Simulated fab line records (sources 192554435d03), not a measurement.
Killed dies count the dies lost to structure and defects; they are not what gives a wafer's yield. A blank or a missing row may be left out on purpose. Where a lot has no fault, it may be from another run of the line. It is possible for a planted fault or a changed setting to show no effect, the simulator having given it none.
fab line records	flow n5Finfet
[record] lots = 24	wafers = 72	lastDay = 18
route steps=1938 shown BEOL_M9@1405 BEOL_M10@1484
lots untouched by any fault: they come from a run of this same line in which no faults occurred
startH: the number of hours between the record's first day and the start of the first shown wafer of the lot	waitH: how many hours have passed since the lot's step before this one	" unchanged from the row above	L1.1+2: a single row standing in for several wafers	- no value, or no start was given	* or withheld: withheld	< > ~ a bound
route shown NAME@n: names a module that has steps shown in the file, with the first one's number in the route	usual: average and standard deviation across the fault-free wafers	same: alike in all rows	chamber/n: place in a boat	sites: per-site readings	_std_site: standard deviation across them	_edge_site: the outer-site mean with the inner-site mean subtracted	radiusMm: for every site, how far away it sits from the centre of the wafer	mask NAME#n: copy n	behind: the last tool/chamber to shape the wafer	hold: what put the lot on hold/how long, in hours/how the hold closed	device: the n, p or np transistor that did not switch	end of line: the route-end tests of the same wafers	where a step has no rows: the recipe by itself	killed: at the first sort, the dies lost to defects and structure; wafer yield is something else	map: the dies of a wafer, with x for killed, . for not killed, _ for no die there
set.NAME: the setting the step ran with; set.NAME@STEP: the setting that earlier step ran with	model.NAME: the simulator's own value behind a step, which no gauge read
one table for each step of the route and one row for each wafer, over a sample of lots
services: the hour from which a tool's chamber was out of use, counted from the record's first day as startH (under 0 if before that day), plus the number of hours and why
[[steps]]
[step N5_BEOL_M9_HM_DEP_02]
[recipe] material = TiN	targetThkA = 200	tempC = 25	chamberPressurePa = 0.49996
[usual] throttleValvePct = 29.6/1
lot.wafer	tool	chamber	startH	waitH	throttleValvePct
L074.2	pvdSputter-01	-	220.18	2.1	29.1
L074.4	"	-	"	"	31.2
L074.5	"	-	"	"	29.3
L075.1	pvdSputter-01	-	228.90	0.4	27.7
L075.4	"	-	"	"	29.2
L075.6	"	-	"	"	29.2
L076.2	pvdSputter-02	-	237.95	3.1	29.0
L076.5	"	-	"	"	28.8
L076.6	"	-	"	"	28.7
L079.1	pvdSputter-03	-	241.61	0.1	29.8
L079.2	"	-	"	"	28.7
L079.3	"	-	"	"	30.7
L077.1	pvdSputter-01	-	243.98	1.2	31.0
L077.4	"	-	"	"	29.1
L077.6	"	-	"	"	30.9
L078.1	pvdSputter-03	-	249.06	4.0	30.2
L078.3	"	-	"	"	30.6
L078.6	"	-	"	"	30.0
L080.3	pvdSputter-01	-	260.66	1.0	29.4
L080.4	"	-	"	"	31.2
L080.5	"	-	"	"	31.4
L081.1	pvdSputter-03	-	262.86	1.3	29.9
L081.5	"	-	"	"	29.8
L081.6	"	-	"	"	29.8
L082.1	pvdSputter-03	-	266.88	0.7	30.6
L082.5	"	-	"	"	28.2
L082.6	"	-	"	"	29.7
L083.2	pvdSputter-01	-	272.58	0.6	29.5
L083.3	"	-	"	"	27.8
L083.4	"	-	"	"	31.5
L085.1	pvdSputter-03	-	278.52	0.3	31.0
L085.3	"	-	"	"	28.5
L085.4	"	-	"	"	30.1
L088.1	pvdSputter-01	-	285.30	0.4	31.3
L088.2	"	-	"	"	29.4
L088.5	"	-	"	"	31.1
L084.1	pvdSputter-03	-	285.32	0.4	29.7
L084.2	"	-	"	"	28.7
L084.3	"	-	"	"	30.1
L086.1	pvdSputter-03	-	292.30	2.2	30.6
L086.3	"	-	"	"	30.1
L086.5	"	-	"	"	30.0
L087.3	pvdSputter-01	-	311.45	2.3	29.4
L087.4	"	-	"	"	30.7
L087.5	"	-	"	"	27.4
L089.1	pvdSputter-03	-	311.53	1.8	30.1
L089.4	"	-	"	"	28.8
L089.6	"	-	"	"	30.0
L090.1	pvdSputter-03	-	314.61	0.6	29.8
L090.2	"	-	"	"	28.4
L090.3	"	-	"	"	30.8
L091.1	pvdSputter-02	-	330.28	0.0	29.4
L091.3	"	-	"	"	29.0
L091.6	"	-	"	"	30.3
L092.1	pvdSputter-03	-	333.33	1.0	30.0
L092.4	"	-	"	"	28.7
L092.6	"	-	"	"	29.8
L094.1	pvdSputter-02	-	336.28	0.1	29.0
L094.2	"	-	"	"	28.6
L094.5	"	-	"	"	29.8
L093.3	pvdSputter-03	-	339.25	1.6	29.8
L093.4	"	-	"	"	28.5
L093.5	"	-	"	"	29.8
L096.1	pvdSputter-03	-	339.73	1.8	29.9
L096.2	"	-	"	"	29.7
L096.6	"	-	"	"	29.7
L095.1	pvdSputter-01	-	356.19	0.9	27.5
L095.2	"	-	"	"	31.4
L095.5	"	-	"	"	29.6
L097.1	pvdSputter-02	-	361.73	0.9	28.7
L097.3	"	-	"	"	29.0
L097.5	"	-	"	"	29.0
[step N5_BEOL_M9_OVL_MEAS_29]
[recipe] pointsPerWafer = 522
[usual] V8_OVL = 0.2/0.69
lot.wafer	tool	chamber	startH	waitH	V8_OVL[nm]
L074.2	overlay-01	0	223.56	0.0	-0.3
L074.4	"	0	"	"	-0.7
L074.5	"	0	"	"	-0.9
L075.1	overlay-02	0	232.50	0.0	0.9
L075.4	"	0	"	"	-0.4
L075.6	"	0	"	"	-0.6
L076.2	overlay-01	0	240.67	0.0	0.3
L076.5	"	0	"	"	1.0
L076.6	"	0	"	"	1.0
L079.1	overlay-02	0	242.90	0.0	0.9
L079.2	"	0	"	"	-0.2
L079.3	"	0	"	"	0.1
L077.1	overlay-01	0	248.13	0.0	0.0
L077.4	"	0	"	"	-0.2
L077.6	"	0	"	"	0.0
L078.1	overlay-02	0	250.98	0.0	1.1
L078.3	"	0	"	"	1.2
L078.6	"	0	"	"	1.8
L080.3	overlay-01	0	262.03	0.0	-0.2
L080.4	"	0	"	"	-0.5
L080.5	"	0	"	"	0.1
L081.1	overlay-02	0	265.30	0.0	-0.5
L081.5	"	0	"	"	-0.3
L081.6	"	0	"	"	0.0
L082.1	overlay-01	0	268.25	0.0	1.4
L082.5	"	0	"	"	1.1
L082.6	"	0	"	"	0.6
L083.2	overlay-02	0	276.60	0.0	-0.2
L083.3	"	0	"	"	0.7
L083.4	"	0	"	"	1.0
L085.1	overlay-02	0	280.67	0.0	-1.2
L085.3	"	0	"	"	-0.7
L085.4	"	0	"	"	-0.4
L088.1	overlay-02	0	288.02	0.0	-0.4
L088.2	"	0	"	"	0.3
L088.5	"	0	"	"	-0.3
L084.1	overlay-01	0	288.18	0.0	0.0
L084.2	"	0	"	"	1.1
L084.3	"	0	"	"	-0.2
L086.1	overlay-02	0	295.24	0.0	-0.1
L086.3	"	0	"	"	0.7
L086.5	"	0	"	"	0.7
L089.1	overlay-02	0	313.63	0.0	0.3
L089.4	"	0	"	"	0.0
L089.6	"	0	"	"	0.7
L087.3	overlay-02	0	313.68	0.0	0.6
L087.4	"	0	"	"	0.2
L087.5	"	0	"	"	-0.5
L090.1	overlay-02	0	317.59	0.0	0.2
L090.2	"	0	"	"	-0.8
L090.3	"	0	"	"	-0.7
L091.1	overlay-01	0	331.93	0.0	0.1
L091.3	"	0	"	"	0.5
L091.6	"	0	"	"	0.0
L092.1	overlay-02	0	334.82	0.0	-0.8
L092.4	"	0	"	"	-0.3
L092.6	"	0	"	"	-1.0
L094.1	overlay-02	0	338.78	0.0	1.2
L094.2	"	0	"	"	0.7
L094.5	"	0	"	"	1.8
L093.3	overlay-01	0	343.09	0.0	-0.8
L093.4	"	0	"	"	-0.9
L093.5	"	0	"	"	-0.7
L096.1	overlay-01	0	343.25	0.0	1.0
L096.2	"	0	"	"	0.3
L096.6	"	0	"	"	0.7
L095.1	overlay-01	0	358.56	0.0	2.1
L095.2	"	0	"	"	0.8
L095.5	"	0	"	"	0.8
L097.1	overlay-01	0	364.14	0.0	-0.2
L097.3	"	0	"	"	-0.3
L097.5	"	0	"	"	-1.1
[step N5_BEOL_M9_DESCUM_33]
[recipe] chemistry = O2	timeS = 7	sourcePowerW = 50	biasPowerW = 20	pressureMtorr = 20	rfFrequencyHz = 2.712e+07	tempC = 40	resist = CAR-EUV	o2FlowSccm = 225
[usual] drypumpMotorCurrentA = 5.7/0.42	oesProductAu = 0.77/0.086	rfVppV = 242.7/1.3	showerheadPlenumPTorr = 2.07/0.072	throttleValvePct = 20.58/0.29
lot.wafer	tool	chamber	startH	waitH	drypumpMotorCurrentA	oesProductAu	rfHoursCounterH	rfVppV	showerheadPlenumPTorr	throttleValvePct
L074.2	rieDiel-01	0	223.65	0.0	6.4	0.72	186	243.1	2.09	20.36
L074.4	"	1	"	"	5.3	0.74	166	241.3	1.97	20.44
L074.5	"	0	"	"	6.4	0.72	-	244.0	2.09	20.35
L075.1	rieDiel-01	3	232.60	0.0	6.1	0.71	215	241.2	2.00	21.14
L075.4	"	0	"	"	6.4	0.72	190	243.0	2.09	20.36
L075.6	"	1	"	"	5.3	0.74	-	241.2	1.97	20.44
L076.2	rieDiel-02	1	240.75	0.0	5.6	0.75	162	242.2	2.01	20.75
L076.5	"	3	"	"	5.3	0.81	-	243.1	2.13	20.39
L076.6	"	0	"	"	5.6	0.92	-	245.9	2.15	20.12
L079.1	rieDiel-03	1	243.05	0.1	5.1	0.65	249	242.5	2.04	20.83
L079.2	"	3	"	"	5.2	0.73	170	240.4	1.99	20.57
L079.3	"	0	"	"	5.4	0.72	209	244.4	2.18	20.87
L077.1	rieDiel-01	3	248.22	0.0	6.0	0.70	221	240.9	2.00	21.13
L077.4	"	1	"	"	5.3	0.74	175	242.7	1.97	20.45
L077.6	"	3	"	"	6.1	0.71	-	241.2	2.00	21.13
L078.1	rieDiel-01	1	251.07	0.0	5.3	0.74	176	241.9	1.97	20.45
L078.3	"	2	"	"	6.1	0.72	180	243.8	2.17	20.18
L078.6	"	3	"	"	6.1	0.70	-	242.0	2.00	21.14
L080.3	rieDiel-02	2	262.25	0.2	5.9	0.74	165	244.4	2.08	20.40
L080.4	"	0	"	"	5.6	0.91	18	242.8	2.15	20.14
L080.5	"	2	"	"	5.9	0.73	-	242.3	2.08	20.41
L081.1	rieDiel-03	3	265.39	0.0	5.2	0.73	178	241.4	1.99	20.56
L081.5	"	1	"	"	5.1	1.01	-	242.1	2.04	20.47
L081.6	"	0	"	"	5.4	0.71	-	244.6	2.18	20.88
L082.1	rieDiel-02	0	268.35	0.0	5.6	0.91	20	243.3	2.15	20.14
L082.5	"	0	"	"	5.6	0.90	-	243.6	2.15	20.15
L082.6	"	3	"	"	5.4	0.81	-	244.3	2.13	20.41
L083.2	rieDiel-01	2	276.68	0.0	6.1	0.72	187	244.3	2.17	20.20
L083.3	"	3	"	"	6.1	0.70	229	241.4	1.99	21.14
L083.4	"	1	"	"	5.3	0.74	184	243.0	1.97	20.49
L085.1	rieDiel-01	0	280.76	0.0	6.4	0.70	204	241.7	2.09	20.39
L085.3	"	1	"	"	5.3	0.73	185	242.1	1.97	20.47
L085.4	"	2	"	"	6.1	0.71	188	243.9	2.17	20.18
L088.1	rieDiel-03	1	288.47	0.4	5.1	0.95	7	242.6	2.04	20.49
L088.2	"	2	"	"	5.9	0.90	34	242.5	2.05	20.64
L088.5	"	3	"	"	5.2	0.73	-	242.0	1.99	20.58
L084.1	rieDiel-01	1	288.51	0.3	5.3	0.73	188	241.7	1.96	20.48
L084.2	"	0	"	"	6.4	0.70	208	241.4	2.08	20.39
L084.3	"	2	"	"	6.1	0.71	191	243.9	2.17	20.19
L086.1	rieDiel-02	1	295.33	0.0	5.6	0.74	178	240.8	2.00	20.78
L086.3	"	3	"	"	5.3	0.79	109	243.5	2.12	20.40
L086.5	"	0	"	"	5.6	0.89	-	244.0	2.14	20.13
L089.1	rieDiel-02	3	313.72	0.0	5.4	0.78	114	241.8	2.12	20.43
L089.4	"	1	"	"	5.6	0.72	-	241.3	2.00	20.78
L089.6	"	0	"	"	5.6	0.86	-	242.6	2.14	20.16
L087.3	rieDiel-01	3	313.76	0.0	6.0	0.68	241	239.7	1.99	21.17
L087.4	"	0	"	"	6.4	0.69	216	243.4	2.08	20.42
L087.5	"	2	"	"	6.1	0.72	-	244.0	2.17	20.21
L090.1	rieDiel-03	0	317.69	0.0	5.4	0.70	234	244.5	2.17	20.91
L090.2	"	1	"	"	5.1	0.93	16	243.0	2.04	20.49
L090.3	"	3	"	"	5.2	0.72	195	240.9	1.98	20.60
L091.1	rieDiel-03	0	332.03	0.0	5.4	0.69	239	242.4	2.17	20.92
L091.3	"	1	"	"	5.1	0.92	20	243.3	2.04	20.51
L091.6	"	0	"	"	5.4	0.69	-	243.6	2.17	20.92
L092.1	rieDiel-03	1	334.95	0.1	5.1	0.92	21	242.3	2.04	20.51
L092.4	"	0	"	"	5.4	0.70	240	244.4	2.17	20.91
L092.6	"	0	"	"	5.4	0.69	-	244.4	2.17	20.93
L094.1	rieDiel-01	0	338.87	0.0	6.4	0.69	223	243.1	2.08	20.42
L094.2	"	1	"	"	5.3	0.72	202	241.3	1.96	20.49
L094.5	"	3	"	"	6.1	0.68	-	242.1	1.99	21.16
L093.3	rieDiel-03	3	343.17	0.0	5.2	0.70	202	241.3	1.98	20.62
L093.4	"	0	"	"	5.4	0.69	242	243.9	2.17	20.92
L093.5	"	0	"	"	5.4	0.68	-	244.5	2.17	20.91
L096.1	rieDiel-02	2	343.34	0.0	5.9	0.73	185	242.7	2.07	20.44
L096.2	"	1	"	"	5.6	0.73	193	242.7	1.99	20.80
L096.6	"	1	"	"	5.6	0.73	-	241.1	1.99	20.80
L095.1	rieDiel-03	1	359.01	0.4	5.1	0.89	30	242.7	2.03	20.53
L095.2	"	2	"	"	5.9	0.87	52	242.8	2.04	20.66
L095.5	"	2	"	"	5.8	0.87	-	243.1	2.04	20.65
L097.1	rieDiel-03	3	364.23	0.0	5.2	0.70	209	241.6	1.98	20.63
L097.3	"	1	"	"	5.1	0.91	32	240.7	2.03	20.53
L097.5	"	0	"	"	5.4	0.69	-	245.5	2.17	20.92
[step N5_BEOL_M9_CURE_72]
[recipe] tempC = 370	timeS = 120	ambient = DMADMS/He	material = SiCOH_lowk
[usual] lampPowerPct = 52.31/0.054	wafer_temp_C_max = 371.5/0.6
lot.wafer	tool	chamber	startH	waitH	lampPowerPct	wafer_temp_C_max
L074.2	uvCure-02	0	224.36	0.1	52.24	371.3
L074.4	"	0	"	"	52.32	371.9
L074.5	"	0	"	"	52.34	371.6
L075.1	uvCure-01	0	233.44	0.2	52.32	372.0
L075.4	"	0	"	"	52.30	371.4
L075.6	"	0	"	"	52.29	372.1
L076.2	uvCure-02	2	241.45	0.1	52.20	370.7
L076.5	"	2	"	"	52.29	370.5
L076.6	"	2	"	"	52.23	371.0
L079.1	uvCure-03	1	243.70	0.0	52.40	370.9
L079.2	"	1	"	"	52.35	370.7
L079.3	"	1	"	"	52.24	370.7
L077.1	uvCure-03	1	248.87	0.0	52.37	371.2
L077.4	"	1	"	"	52.24	371.3
L077.6	"	1	"	"	52.40	371.5
L078.1	uvCure-01	2	251.73	0.0	52.38	371.9
L078.3	"	2	"	"	52.23	371.4
L078.6	"	2	"	"	52.32	372.0
L080.3	uvCure-03	0	263.00	0.1	52.34	371.2
L080.4	"	0	"	"	52.32	371.3
L080.5	"	0	"	"	52.34	370.9
L081.1	uvCure-02	2	266.04	0.0	52.27	370.5
L081.5	"	2	"	"	52.31	370.9
L081.6	"	2	"	"	52.33	371.5
L082.1	uvCure-02	2	269.00	0.0	52.25	371.1
L082.5	"	2	"	"	52.30	371.2
L082.6	"	2	"	"	52.20	371.4
L083.2	uvCure-01	0	277.39	0.1	52.29	371.0
L083.3	"	0	"	"	52.30	371.2
L083.4	"	0	"	"	52.29	371.7
L085.1	uvCure-03	0	281.42	0.0	52.27	371.2
L085.3	"	0	"	"	52.29	371.2
L085.4	"	0	"	"	52.34	371.6
L088.1	uvCure-02	1	289.22	0.1	52.29	371.8
L088.2	"	1	"	"	52.30	370.8
L088.5	"	1	"	"	52.27	371.0
L084.1	uvCure-01	0	289.25	0.1	52.32	371.3
L084.2	"	0	"	"	52.32	371.3
L084.3	"	0	"	"	52.27	371.6
L086.1	uvCure-01	2	295.99	0.0	52.21	372.0
L086.3	"	2	"	"	52.27	371.5
L086.5	"	2	"	"	52.29	371.6
L089.1	uvCure-03	2	314.38	0.0	52.29	373.1
L089.4	"	2	"	"	52.28	373.7
L089.6	"	2	"	"	52.33	373.2
L087.3	uvCure-01	2	314.52	0.1	52.31	371.8
L087.4	"	2	"	"	52.34	372.6
L087.5	"	2	"	"	52.44	372.2
L090.1	uvCure-03	0	318.44	0.0	52.35	371.5
L090.2	"	0	"	"	52.30	371.1
L090.3	"	0	"	"	52.38	371.1
L091.1	uvCure-03	0	332.68	0.0	52.26	371.1
L091.3	"	0	"	"	52.27	371.9
L091.6	"	0	"	"	52.28	372.1
L092.1	uvCure-02	2	335.60	0.0	52.38	370.8
L092.4	"	2	"	"	52.37	370.7
L092.6	"	2	"	"	52.39	371.1
L094.1	uvCure-02	0	339.62	0.0	52.35	371.1
L094.2	"	0	"	"	52.35	371.1
L094.5	"	0	"	"	52.26	371.2
L093.3	uvCure-03	0	343.93	0.1	52.26	371.1
L093.4	"	0	"	"	52.40	371.4
L093.5	"	0	"	"	52.37	370.9
L096.1	uvCure-01	0	344.09	0.0	52.39	371.8
L096.2	"	0	"	"	52.30	371.3
L096.6	"	0	"	"	52.27	370.9
L095.1	uvCure-01	2	359.66	0.0	52.40	371.6
L095.2	"	2	"	"	52.26	372.4
L095.5	"	2	"	"	52.38	372.1
L097.1	uvCure-01	1	364.88	0.0	52.42	371.8
L097.3	"	1	"	"	52.26	371.9
L097.5	"	1	"	"	52.33	372.0
[step N5_BEOL_M10_OVL_MEAS_12]
[recipe] pointsPerWafer = 44
[usual] M10_OVL = -0.1/0.71
lot.wafer	tool	chamber	startH	waitH	M10_OVL[nm]
L074.2	overlay-02	0	229.23	0.0	0.1
L074.4	"	0	"	"	-1.0
L074.5	"	0	"	"	-1.0
L075.1	overlay-02	0	238.77	0.0	0.0
L075.4	"	0	"	"	-1.3
L075.6	"	0	"	"	-1.0
L076.2	overlay-01	0	245.16	0.0	0.1
L076.5	"	0	"	"	0.3
L076.6	"	0	"	"	-1.0
L079.1	overlay-02	0	249.61	0.0	-1.3
L079.2	"	0	"	"	-0.4
L079.3	"	0	"	"	-0.2
L077.1	overlay-02	0	253.26	0.0	-0.4
L077.4	"	0	"	"	-0.6
L077.6	"	0	"	"	-2.1
L078.1	overlay-02	0	256.48	0.0	0.0
L078.3	"	0	"	"	-0.3
L078.6	"	0	"	"	-0.2
L080.3	overlay-02	0	269.36	0.0	1.0
L080.4	"	0	"	"	1.1
L080.5	"	0	"	"	0.7
L081.1	overlay-02	0	270.72	0.0	-0.5
L081.5	"	0	"	"	-0.5
L081.6	"	0	"	"	1.8
L082.1	overlay-02	0	273.08	0.0	-0.2
L082.5	"	0	"	"	-0.2
L082.6	"	0	"	"	0.3
L083.2	overlay-02	0	282.15	0.0	0.0
L083.3	"	0	"	"	-1.3
L083.4	"	0	"	"	0.1
L085.1	overlay-02	0	285.65	0.0	-0.2
L085.3	"	0	"	"	-0.3
L085.4	"	0	"	"	0.2
L084.1	overlay-01	0	296.50	0.0	0.1
L084.2	"	0	"	"	0.4
L084.3	"	0	"	"	0.2
L088.1	overlay-01	0	296.72	0.1	-0.4
L088.2	"	0	"	"	0.3
L088.5	"	0	"	"	-0.8
L086.1	overlay-02	0	299.85	0.0	0.0
L086.3	"	0	"	"	-0.4
L086.5	"	0	"	"	0.1
L089.1	overlay-01	0	319.68	0.0	0.1
L089.4	"	0	"	"	0.1
L089.6	"	0	"	"	0.2
L087.3	overlay-02	0	320.01	0.0	1.1
L087.4	"	0	"	"	0.7
L087.5	"	0	"	"	-0.4
L090.1	overlay-02	0	323.82	0.0	0.4
L090.2	"	0	"	"	0.2
L090.3	"	0	"	"	-0.6
L091.1	overlay-02	0	336.75	0.0	-0.5
L091.3	"	0	"	"	-0.6
L091.6	"	0	"	"	-0.7
L092.1	overlay-02	0	341.45	0.0	0.1
L092.4	"	0	"	"	0.6
L092.6	"	0	"	"	0.4
L094.1	overlay-01	0	344.41	0.0	-0.4
L094.2	"	0	"	"	-1.4
L094.5	"	0	"	"	-0.2
L093.3	overlay-01	0	348.46	0.0	0.9
L093.4	"	0	"	"	-0.2
L093.5	"	0	"	"	0.2
L096.1	overlay-01	0	348.53	0.0	0.3
L096.2	"	0	"	"	-0.7
L096.6	"	0	"	"	-0.4
L095.1	overlay-02	0	365.24	0.0	0.0
L095.2	"	0	"	"	0.5
L095.5	"	0	"	"	1.8
L097.1	overlay-01	0	370.93	0.0	-0.7
L097.3	"	0	"	"	-1.4
L097.5	"	0	"	"	-1.6
[step N5_BEOL_M10_DESCUM_33]
[recipe] chemistry = O2	timeS = 7.9	sourcePowerW = 50	biasPowerW = 20	pressureMtorr = 20	rfFrequencyHz = 2.712e+07	tempC = 40	resist = CAR-ArF	o2FlowSccm = 225
[usual] drypumpMotorCurrentA = 5.9/0.47	oesProductAu = 0.80/0.072	rfVppV = 243.8/1.4	showerheadPlenumPTorr = 2.14/0.069	throttleValvePct = 20.4/0.4
lot.wafer	tool	chamber	startH	waitH	drypumpMotorCurrentA	oesProductAu	rfHoursCounterH	rfVppV	showerheadPlenumPTorr	throttleValvePct
L074.2	rieDiel-04	0	231.20	0.4	5.0	0.85	65	242.4	2.07	21.0
L074.4	"	3	"	"	6.3	0.81	95	243.1	2.13	20.3
L074.5	"	0	"	"	5.0	0.85	-	242.7	2.07	21.0
L075.1	rieDiel-04	3	241.39	0.6	6.2	0.81	99	242.9	2.13	20.3
L075.4	"	2	"	"	6.3	0.79	-	244.9	2.22	20.5
L075.6	"	3	"	"	6.3	0.81	-	246.0	2.13	20.3
L076.2	rieDiel-05	2	248.29	0.0	5.4	0.81	99	242.1	2.01	20.0
L076.5	"	0	"	"	6.2	0.85	-	245.1	2.22	20.1
L076.6	"	1	"	"	5.9	0.74	-	246.1	2.20	21.1
L079.1	rieDiel-05	2	251.84	0.2	5.5	0.81	100	241.6	2.01	20.1
L079.2	"	0	"	"	6.2	0.85	58	243.9	2.22	20.1
L079.3	"	1	"	"	5.8	0.73	174	245.2	2.20	21.1
L077.1	rieDiel-04	3	254.78	0.0	6.3	0.81	105	243.7	2.13	20.3
L077.4	"	0	"	"	4.9	0.83	75	242.3	2.07	21.0
L077.6	"	3	"	"	6.3	0.80	-	242.1	2.13	20.3
L078.1	rieDiel-04	1	257.48	0.0	5.8	1.00	1	245.2	2.13	19.9
L078.3	"	0	"	"	5.0	0.83	76	243.4	2.07	21.0
L078.6	"	2	"	"	6.3	0.77	-	242.6	2.21	20.5
L080.3	rieDiel-06	1	271.73	0.1	6.5	0.81	81	244.8	2.19	20.2
L080.4	"	1	"	"	6.5	0.81	-	245.3	2.19	20.2
L080.5	"	3	"	"	5.0	0.73	-	244.3	2.14	20.3
L081.1	rieDiel-05	1	271.75	0.1	5.8	0.72	182	243.6	2.19	21.1
L081.5	"	0	"	"	6.2	0.83	-	245.1	2.22	20.2
L081.6	"	1	"	"	5.8	0.72	-	244.4	2.19	21.2
L082.1	rieDiel-04	0	276.51	0.0	5.0	0.81	81	242.2	2.06	21.0
L082.5	"	2	"	"	6.2	0.78	-	244.7	2.21	20.5
L082.6	"	1	"	"	5.8	0.97	-	243.7	2.12	19.9
L083.2	rieDiel-06	0	284.33	0.0	6.3	0.70	231	243.8	2.16	20.8
L083.3	"	2	"	"	5.9	0.90	39	242.4	2.03	20.0
L083.4	"	1	"	"	6.5	0.81	87	245.5	2.19	20.3
L085.1	rieDiel-04	3	288.23	0.2	6.3	0.79	116	244.5	2.12	20.3
L085.3	"	0	"	"	5.0	0.81	85	243.5	2.06	21.0
L085.4	"	2	"	"	6.2	0.77	128	246.2	2.21	20.6
L084.1	rieDiel-05	1	298.85	0.2	5.8	0.71	193	244.3	2.19	21.2
L084.2	"	0	"	"	6.3	0.81	78	246.4	2.21	20.2
L084.3	"	1	"	"	5.8	0.71	-	244.2	2.19	21.1
L088.1	rieDiel-06	3	298.96	0.1	5.1	0.73	219	245.7	2.14	20.3
L088.2	"	2	"	"	5.9	0.88	43	240.3	2.03	20.0
L088.5	"	2	"	"	5.9	0.89	-	243.9	2.03	20.0
L086.1	rieDiel-05	1	302.56	0.0	5.9	0.71	196	243.6	2.19	21.2
L086.3	"	0	"	"	6.2	0.82	-	244.3	2.21	20.2
L086.5	"	1	"	"	5.9	0.71	-	244.2	2.19	21.2
L089.1	rieDiel-05	2	322.39	0.0	5.4	0.78	125	242.0	2.00	20.1
L089.4	"	1	"	"	5.9	0.70	204	245.1	2.19	21.2
L089.6	"	1	"	"	5.8	0.70	-	245.0	2.19	21.2
L087.3	rieDiel-04	2	322.55	0.0	6.3	0.76	141	244.7	2.21	20.6
L087.4	"	0	"	"	5.0	0.81	96	240.7	2.06	21.0
L087.5	"	2	"	"	6.3	0.76	-	243.5	2.21	20.6
L090.1	rieDiel-04	0	324.83	0.0	5.0	0.81	97	242.2	2.06	21.0
L090.2	"	1	"	"	5.8	0.92	26	244.2	2.12	20.0
L090.3	"	3	"	"	6.3	0.77	129	243.3	2.12	20.3
L091.1	rieDiel-06	2	339.04	0.0	5.9	0.87	52	241.9	2.03	20.1
L091.3	"	3	"	"	5.0	0.71	231	244.7	2.13	20.3
L091.6	"	2	"	"	5.9	0.87	-	242.2	2.03	20.0
L092.1	rieDiel-05	1	343.43	0.0	5.8	0.71	212	244.4	2.18	21.2
L092.4	"	0	"	"	6.2	0.80	97	244.1	2.20	20.2
L092.6	"	2	"	"	5.4	0.77	-	243.5	2.00	20.1
L094.1	rieDiel-06	1	347.40	0.0	6.5	0.79	110	244.7	2.18	20.3
L094.2	"	2	"	"	5.9	0.86	56	240.7	2.02	20.1
L094.5	"	1	"	"	6.5	0.78	-	245.0	2.18	20.3
L096.1	rieDiel-05	0	350.49	0.0	6.2	0.79	99	244.6	2.20	20.2
L096.2	"	3	"	"	5.8	0.92	15	244.0	2.14	19.9
L096.6	"	3	"	"	5.8	0.92	-	244.1	2.14	19.9
L093.3	rieDiel-06	3	351.03	0.4	5.0	0.69	237	243.5	2.13	20.3
L093.4	"	1	"	"	6.5	0.77	-	244.9	2.18	20.3
L093.5	"	2	"	"	5.9	0.86	-	241.1	2.02	20.0
L095.1	rieDiel-05	0	369.91	0.0	6.2	0.78	106	245.6	2.20	20.2
L095.2	"	1	"	"	5.8	0.69	220	244.0	2.18	21.2
L095.5	"	1	"	"	5.8	0.69	-	244.3	2.18	21.2
L097.1	rieDiel-04	3	373.11	0.0	6.3	0.76	146	241.7	2.11	20.3
L097.3	"	2	"	"	6.3	0.74	159	244.7	2.20	20.6
L097.5	"	1	"	"	5.8	0.89	-	244.3	2.11	20.0
[[services]]
tool	chamber	startH	hours	kind
rieDiel-01	1	197.73	6.1	repair
uvCure-02	-	198.49	0.7	repair
rieDiel-01	1	210.44	1.8	repair
uvCure-01	-	211.36	3.4	pm
rieDiel-02	-	212.13	28.1	pm
pvdSputter-03	-	216.20	4.0	repair
rieDiel-04	1	235.11	-	clean
rieDiel-04	1	235.11	-	consumableReplace:focusRing
rieDiel-04	1	235.11	19.4	scheduledDown
uvCure-03	-	245.83	0.7	repair
uvCure-02	-	251.43	5.2	repair
uvCure-03	-	266.58	0.9	repair
rieDiel-06	0	268.22	15.3	repair
rieDiel-02	1	285.26	2.9	repair
rieDiel-06	2	293.88	4.3	repair
rieDiel-05	2	297.03	9.6	repair
rieDiel-06	2	304.45	10.4	repair
rieDiel-02	2	311.15	15.1	repair
rieDiel-03	2	315.58	9.5	repair
rieDiel-01	-	347.50	0.1	repair
uvCure-03	-	349.66	1.0	pm
rieDiel-02	-	355.65	15.6	pm
uvCure-03	-	362.26	24.9	pm
rieDiel-05	3	369.28	14.3	repair
[[key]]
fault none
